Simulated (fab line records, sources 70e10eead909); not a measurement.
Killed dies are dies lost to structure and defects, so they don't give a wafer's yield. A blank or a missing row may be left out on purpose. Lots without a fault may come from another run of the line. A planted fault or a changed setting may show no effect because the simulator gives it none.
Which tool did it? | flow nand_harc | 11 lots, 33 wafers sampled, at 4 steps of a route of 1159

WHAT THE GAUGES READ, wafer by wafer
NHARC_P_ZERO_WELL_CD_MEAS_52: target cd 2000 nm.
lot  | measured    | on        | cd_nm (nm)
L141 | day 1 23:49 | cd_sem-02 | 1998.9 2000.4 1998.0
L143 | day 2 11:47 | cd_sem-02 | 2000.3 2001.4 2001.5
L144 | day 2 17:49 | cd_sem-01 | 1999.4 1999.7 1998.2
L147 | day 3 11:47 | cd_sem-01 | - - -
L151 | day 4 11:32 | cd_sem-01 | 2000.8 2000.8 2000.6
L154 | day 5 05:42 | cd_sem-02 | 1998.7 1997.6 2000.2
L157 | day 5 23:41 | cd_sem-02 | 1999.2 1999.8 1998.5
L158 | day 6 05:38 | cd_sem-02 | 2004.0 2001.3 2002.6
L159 | day 6 11:40 | cd_sem-01 | 2002.3 1999.4 2002.3
L160 | day 6 17:53 | cd_sem-01 | 1997.8 1998.6 1999.4
L161 | day 6 23:47 | cd_sem-02 | 1998.6 1997.4 1998.6

WHICH TOOL RAN EACH LOT (tool, then ch and the chambers of the sampled wafers, then the start)
lot  | NHARC_P_ZERO_WELL_ETCH_62                    | NHARC_P_ZERO_WELL_DESCUM_26       | NHARC_P_ZERO_WELL_EXPOSE_49
L141 | rie_diel-13 ch 0,3, day 1 20:47 or earlier   | rie_diel-08 ch 1,2, day 1 20:47   | krf_scanner-02 ch 0, day 1 23:40
L143 | rie_diel-08 ch 0,2,3, day 2 08:47 or earlier | rie_diel-13 ch 1,2,3, day 2 08:47 | krf_scanner-01 ch 0, day 2 11:37
L144 | rie_diel-08 ch 1,2, day 2 14:49 or earlier   | rie_diel-08 ch 0,1,3, day 2 14:49 | krf_scanner-04 ch 0, day 2 17:39
L147 | rie_diel-12 ch 0,2,3, day 3 08:40 or earlier | rie_diel-08 ch 0,1,3, day 3 08:40 | krf_scanner-04 ch 0, day 3 11:38
L151 | rie_diel-12 ch 2,3, day 4 08:41 or earlier   | rie_diel-12 ch 0,1,3, day 4 08:41 | krf_scanner-04 ch 0, day 4 11:23
L154 | rie_diel-08 ch 1,2,3, day 5 02:40 or earlier | rie_diel-12 ch 2,3, day 5 02:40   | krf_scanner-02 ch 0, day 5 05:33
L157 | rie_diel-13 ch 0,1,2, day 5 20:38 or earlier | rie_diel-08 ch 1,2,3, day 5 20:38 | krf_scanner-04 ch 0, day 5 23:32
L158 | rie_diel-12 ch 0,1,3, day 6 02:47 or earlier | rie_diel-13 ch 0,1,3, day 6 02:47 | krf_scanner-04 ch 0, day 6 05:29
L159 | rie_diel-13 ch 0,1,3, day 6 08:32 or earlier | rie_diel-12 ch 0,2,3, day 6 08:32 | krf_scanner-01 ch 0, day 6 11:31
L160 | rie_diel-13 ch 0,1,3, day 6 14:47 or earlier | rie_diel-12 ch 0,1,3, day 6 14:47 | krf_scanner-02 ch 0, day 6 17:43
L161 | rie_diel-13 ch 0,1, day 6 20:38 or earlier   | rie_diel-08 ch 1,2, day 6 20:38   | krf_scanner-04 ch 0, day 6 23:38
- NHARC_P_ZERO_WELL_ETCH_62: etches the open film in CHF3/Ar, target depth 13 nm, time 6.5 s.
- NHARC_P_ZERO_WELL_DESCUM_26: chemistry O2, time 3 s.
- NHARC_P_ZERO_WELL_EXPOSE_49: exposes mask P HVPW, target cd 2000 nm.

THE ANSWER, worked out from the rows above alone
Rule: what is usual is taken from the lots themselves. Put in order of their means at a reading, lots are off if they are a third of the lots or fewer, leave a main group of 4 or more, and stand apart from it by a gap of 3 or more times the standard deviation of the main group's means; of several such gaps the widest counts. A main group whose means are all the same, to the digits that the tables above print for the reading, isn't used. A lot without any number at a reading at which 4 lots or more have one is off too. The other lots that the step has rows for count as sound.
Off: L147, at NHARC_P_ZERO_WELL_CD_MEAS_52 (cd_nm). Without a number there: L147. The main group: mean 1999.9 nm, standard deviation 1.4.
A tool fits if, at a process step before that reading, it ran every lot that is off, and no sound lot after the first of them. The gauges at NHARC_P_ZERO_WELL_CD_MEAS_52 are tried like those tools. NHARC_P_ZERO_WELL_ETCH_62 gives no start for some lots, so the hours and the order of its lots are those of NHARC_P_ZERO_WELL_DESCUM_26. None of those tried fits.

WHAT THE SIMULATOR HAD PUT IN
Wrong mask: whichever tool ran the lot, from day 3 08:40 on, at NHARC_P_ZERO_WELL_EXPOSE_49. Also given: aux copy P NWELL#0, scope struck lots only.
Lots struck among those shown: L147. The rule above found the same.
